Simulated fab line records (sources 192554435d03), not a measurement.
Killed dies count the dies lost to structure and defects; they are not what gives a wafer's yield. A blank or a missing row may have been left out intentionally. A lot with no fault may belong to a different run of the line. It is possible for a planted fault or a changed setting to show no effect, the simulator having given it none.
Split-lot trial :: flow n5Finfet :: 39 wafers read across 7 lots, on a route 1938 steps long

== THE SPLIT ITSELF ==
At N5_BEOL_M14_SPUTTER_43 (material TaN, target thk 15 nm, time 24.19 s), the setting targetThkA was moved away from the recipe's 150 angstrom on 15 of the 39 wafers read, by -51.4% to +54.1%. All remaining wafers had this setting at the recipe value.

== FROM THE SPLIT TO THE READING: what the file shows between them, 4 steps ==
- N5_BEOL_M14_SPUTTER_44: material Ta, target thk 15 nm, time 24.19 s
- N5_BEOL_M14_SPUTTER_45: material Cu, target thk 100 nm, time 16.67 s
- N5_BEOL_M14_ECD_47: material Cu, target thk 1248 nm
- N5_BEOL_M14_ANNEAL_48: time 90 s

== THE READING ==
barrierFieldEndpointS, in s, at N5_BEOL_M14_CMP_49 (polishes, stops on SiO2, t overpolish 5.2 s, target thk 560 nm). A value of 11.41 s with a standard deviation of 0.23 s is what fault-free wafers of this fab line usually give.

wafer: L076.4
tool, chamber at the split: pvdSputter-03, -
targetThkA as run, angstrom: 231.2
against the recipe: +54.1%
barrierFieldEndpointS, s: 14.31
against lot-mates on the recipe: +3.11

wafer: L076.2
tool, chamber at the split: pvdSputter-03, -
targetThkA as run, angstrom: 150
against the recipe: recipe
barrierFieldEndpointS, s: 11.09
against lot-mates on the recipe: -

wafer: L076.3
tool, chamber at the split: pvdSputter-03, -
targetThkA as run, angstrom: 231.2
against the recipe: +54.1%
barrierFieldEndpointS, s: 14.37
against lot-mates on the recipe: +3.17

wafer: L076.1
tool, chamber at the split: pvdSputter-03, -
targetThkA as run, angstrom: 231.2
against the recipe: +54.1%
barrierFieldEndpointS, s: 14.38
against lot-mates on the recipe: +3.18

wafer: L076.5
tool, chamber at the split: pvdSputter-03, -
targetThkA as run, angstrom: 150
against the recipe: recipe
barrierFieldEndpointS, s: 11.31
against lot-mates on the recipe: -

wafer: L076.6
tool, chamber at the split: pvdSputter-03, -
targetThkA as run, angstrom: 150
against the recipe: recipe
barrierFieldEndpointS, s: 11.20
against lot-mates on the recipe: -

wafer: L080.2
tool, chamber at the split: pvdSputter-03, -
targetThkA as run, angstrom: 150
against the recipe: recipe
barrierFieldEndpointS, s: 11.36
against lot-mates on the recipe: -

wafer: L080.4
tool, chamber at the split: pvdSputter-03, -
targetThkA as run, angstrom: 150
against the recipe: recipe
barrierFieldEndpointS, s: 11.23
against lot-mates on the recipe: -

wafer: L080.6
tool, chamber at the split: pvdSputter-03, -
targetThkA as run, angstrom: 150
against the recipe: recipe
barrierFieldEndpointS, s: 11.33
against lot-mates on the recipe: -

wafer: L084.2
tool, chamber at the split: pvdSputter-03, -
targetThkA as run, angstrom: 150
against the recipe: recipe
barrierFieldEndpointS, s: 11.03
against lot-mates on the recipe: -

wafer: L084.3
tool, chamber at the split: pvdSputter-03, -
targetThkA as run, angstrom: 150
against the recipe: recipe
barrierFieldEndpointS, s: 11.15
against lot-mates on the recipe: -

wafer: L084.1
tool, chamber at the split: pvdSputter-03, -
targetThkA as run, angstrom: 200.9
against the recipe: +33.9%
barrierFieldEndpointS, s: 12.80
against lot-mates on the recipe: +1.78

wafer: L084.4
tool, chamber at the split: pvdSputter-03, -
targetThkA as run, angstrom: 150
against the recipe: recipe
barrierFieldEndpointS, s: 10.87
against lot-mates on the recipe: -

wafer: L084.5
tool, chamber at the split: pvdSputter-03, -
targetThkA as run, angstrom: 200.9
against the recipe: +33.9%
barrierFieldEndpointS, s: 12.71
against lot-mates on the recipe: +1.69

wafer: L084.6
tool, chamber at the split: pvdSputter-03, -
targetThkA as run, angstrom: 200.9
against the recipe: +33.9%
barrierFieldEndpointS, s: 13.16
against lot-mates on the recipe: +2.14

wafer: L088.4
tool, chamber at the split: pvdSputter-03, -
targetThkA as run, angstrom: 150
against the recipe: recipe
barrierFieldEndpointS, s: 11.45
against lot-mates on the recipe: -

wafer: L088.3
tool, chamber at the split: pvdSputter-03, -
targetThkA as run, angstrom: 150
against the recipe: recipe
barrierFieldEndpointS, s: 11.55
against lot-mates on the recipe: -

wafer: L088.1
tool, chamber at the split: pvdSputter-03, -
targetThkA as run, angstrom: 150
against the recipe: recipe
barrierFieldEndpointS, s: 11.82
against lot-mates on the recipe: -

wafer: L088.2
tool, chamber at the split: pvdSputter-03, -
targetThkA as run, angstrom: 150
against the recipe: recipe
barrierFieldEndpointS, s: 11.47
against lot-mates on the recipe: -

wafer: L088.5
tool, chamber at the split: pvdSputter-03, -
targetThkA as run, angstrom: 150
against the recipe: recipe
barrierFieldEndpointS, s: 11.64
against lot-mates on the recipe: -

wafer: L088.6
tool, chamber at the split: pvdSputter-03, -
targetThkA as run, angstrom: 150
against the recipe: recipe
barrierFieldEndpointS, s: 11.57
against lot-mates on the recipe: -

wafer: L087.3
tool, chamber at the split: pvdSputter-01, -
targetThkA as run, angstrom: 72.94
against the recipe: -51.4%
barrierFieldEndpointS, s: 8.50
against lot-mates on the recipe: -2.96

wafer: L087.1
tool, chamber at the split: pvdSputter-01, -
targetThkA as run, angstrom: 150
against the recipe: recipe
barrierFieldEndpointS, s: 11.40
against lot-mates on the recipe: -

wafer: L087.4
tool, chamber at the split: pvdSputter-01, -
targetThkA as run, angstrom: 72.94
against the recipe: -51.4%
barrierFieldEndpointS, s: 8.36
against lot-mates on the recipe: -3.10

wafer: L087.2
tool, chamber at the split: pvdSputter-01, -
targetThkA as run, angstrom: 150
against the recipe: recipe
barrierFieldEndpointS, s: 11.70
against lot-mates on the recipe: -

wafer: L087.6
tool, chamber at the split: pvdSputter-01, -
targetThkA as run, angstrom: 150
against the recipe: recipe
barrierFieldEndpointS, s: 11.29
against lot-mates on the recipe: -

wafer: L087.5
tool, chamber at the split: pvdSputter-01, -
targetThkA as run, angstrom: 72.94
against the recipe: -51.4%
barrierFieldEndpointS, s: 8.43
against lot-mates on the recipe: -3.03

wafer: L091.1
tool, chamber at the split: pvdSputter-03, -
targetThkA as run, angstrom: 206.5
against the recipe: +37.7%
barrierFieldEndpointS, s: 13.72
against lot-mates on the recipe: +2.36

wafer: L091.4
tool, chamber at the split: pvdSputter-03, -
targetThkA as run, angstrom: 206.5
against the recipe: +37.7%
barrierFieldEndpointS, s: 13.60
against lot-mates on the recipe: +2.24

wafer: L091.3
tool, chamber at the split: pvdSputter-03, -
targetThkA as run, angstrom: 150
against the recipe: recipe
barrierFieldEndpointS, s: 11.49
against lot-mates on the recipe: -

wafer: L091.2
tool, chamber at the split: pvdSputter-03, -
targetThkA as run, angstrom: 150
against the recipe: recipe
barrierFieldEndpointS, s: 11.21
against lot-mates on the recipe: -

wafer: L091.6
tool, chamber at the split: pvdSputter-03, -
targetThkA as run, angstrom: 206.5
against the recipe: +37.7%
barrierFieldEndpointS, s: 13.37
against lot-mates on the recipe: +2.01

wafer: L091.5
tool, chamber at the split: pvdSputter-03, -
targetThkA as run, angstrom: 150
against the recipe: recipe
barrierFieldEndpointS, s: 11.38
against lot-mates on the recipe: -

wafer: L093.3
tool, chamber at the split: pvdSputter-02, -
targetThkA as run, angstrom: 150
against the recipe: recipe
barrierFieldEndpointS, s: 11.60
against lot-mates on the recipe: -

wafer: L093.2
tool, chamber at the split: pvdSputter-02, -
targetThkA as run, angstrom: 150
against the recipe: recipe
barrierFieldEndpointS, s: 11.25
against lot-mates on the recipe: -

wafer: L093.1
tool, chamber at the split: pvdSputter-02, -
targetThkA as run, angstrom: 150
against the recipe: recipe
barrierFieldEndpointS, s: 11.32
against lot-mates on the recipe: -

wafer: L093.4
tool, chamber at the split: pvdSputter-02, -
targetThkA as run, angstrom: 101.3
against the recipe: -32.5%
barrierFieldEndpointS, s: 9.58
against lot-mates on the recipe: -1.81

wafer: L093.5
tool, chamber at the split: pvdSputter-02, -
targetThkA as run, angstrom: 101.3
against the recipe: -32.5%
barrierFieldEndpointS, s: 9.59
against lot-mates on the recipe: -1.80

wafer: L093.6
tool, chamber at the split: pvdSputter-02, -
targetThkA as run, angstrom: 101.3
against the recipe: -32.5%
barrierFieldEndpointS, s: 9.27
against lot-mates on the recipe: -2.12

THE FIT
A straight line over all 39 wafers: barrierFieldEndpointS changes by +0.0554 s for each +1% of targetThkA; r = +0.99; the points scatter about the line by 0.22 s.
The same after taking each lot's own level away (the mean of its wafers on the recipe; 39 wafers): +0.0583 s for each +1%; r = +1.00; scatter 0.13 s.
On that fit, the largest move of targetThkA shifts the reading by 3.2 s.
Measured against the standard deviation above, the lots' own levels, which go from 11.017 to 11.583 s, span 2.5 times it.
The two slopes are in agreement: the lot-to-lot level therefore moves the slope only a little.
Check: +3.15 s against its lot-mates is what the line predicts for one of the wafers moved furthest among these (+54.1%) when that wafer is left out of the fit. It came out at +3.11 s against them.

== OTHER SPLITS APPLIED TO THESE WAFERS ==
These wafers also went through other splits before the reading. Each is held against what the fit with the lots' levels taken away leaves over:
other split on the same wafers: N5_HKMG_FIN_DEVELOP_48 developTimeS
wafers away from the commonest value: 15
r with barrierFieldEndpointS (lot level and that fit taken away): +0.06

other split on the same wafers: N5_MOL_CONTACT_COAG_ETCHBACK_135 timeS
wafers away from the commonest value: 15
r with barrierFieldEndpointS (lot level and that fit taken away): -0.18

other split on the same wafers: N5_BEOL_M0_SAQP_ETCH_107 targetDepthA
wafers away from the commonest value: 12
r with barrierFieldEndpointS (lot level and that fit taken away): -0.01

other split on the same wafers: N5_BEOL_M1_TRENCH_ETCH_37 timeS
wafers away from the commonest value: 15
r with barrierFieldEndpointS (lot level and that fit taken away): -0.27

other split on the same wafers: N5_BEOL_M12_DEP_53 targetThkA
wafers away from the commonest value: 15
r with barrierFieldEndpointS (lot level and that fit taken away): -0.18

== THE WHOLE CHAIN: every reading that the file lists as answering this split, in the file's order ==
step: N5_BEOL_M14_SPUTTER_43
what it does: material TaN, target thk 15 nm, time 24.19 s
reading: TaN_of_BEOL_M14_SPUTTER_43.thkNm (the simulator's own value, which no gauge read)
change (the file's fit): +0.151 nm for each +1% of the setting
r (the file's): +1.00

step: N5_BEOL_M14_CMP_49
what it does: polishes, stops on SiO2, t overpolish 5.2 s, target thk 560 nm
reading: barrierFieldEndpointS
change (the file's fit): +0.0582 s for each +1% of the setting
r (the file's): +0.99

== FILE'S OWN FIT ==
barrierFieldEndpointS changes by +0.0582 s for each +1% of targetThkA, r = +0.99.
